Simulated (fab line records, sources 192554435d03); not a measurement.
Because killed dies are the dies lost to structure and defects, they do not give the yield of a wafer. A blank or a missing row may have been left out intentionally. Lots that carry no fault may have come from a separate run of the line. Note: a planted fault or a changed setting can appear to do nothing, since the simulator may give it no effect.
Matching of chambers    flow n5_finfet    4 sister chambers for N5_BEOL_M3_ETCH_69 on rie_diel-01
The step etches SiARC in CF4, target depth 15.6 nm, time 26 s. 8 wafers are shown with their chamber, then 8 later ones without.

EACH WAFER AND ITS CHAMBER
wafer   chamber  drypump_motor_current_A (A)  throttle_valve_pct (%)
L075.5  0        4.8                          15.39
L075.6  1        5.2                          15.89
L076.4  0        4.7                          15.40
L080.5  2        6.1                          15.18
L081.2  3        6.4                          15.43
L081.3  2        6.1                          15.19
L081.5  1        5.2                          15.89
L085.1  3        6.4                          15.45

WAFERS WHOSE CHAMBER IS MISSING
wafer   drypump_motor_current_A (A)  throttle_valve_pct (%)
L085.2  4.7                          15.42
L085.3  6.1                          15.18
L085.4  5.2                          15.94
L085.5  6.4                          15.44
L085.6  6.1                          15.19
L093.3  4.8                          15.44
L093.4  6.4                          15.49
L093.6  4.7                          15.45

WHICH CHAMBER EACH WENT THROUGH
wafer   from the rows above  in truth
L085.2  0                    0
L085.3  2                    2
L085.4  1                    1
L085.5  3                    3
L085.6  2                    2
L093.3  0                    0
L093.4  3                    3
L093.6  0                    0
Placed correctly: 8 of 8. Left unplaced by these rows: 0. Number placed wrongly: 0.
How it was worked out, from the rows above alone: a wafer's distance from a chamber is the root of the sum, over the readings, of the square of ((its reading less the chamber's mean) divided by the reading's scatter). If the next closest chamber is less than 2 further off than the closest, the wafer can't be placed; otherwise it belongs to the closest. The mean given for a chamber averages the wafers shown for that chamber. The scatter is the square root of a quotient: the sum, over the shown wafers, of each reading's squared deviation from its chamber's mean, divided by wafers minus chambers.
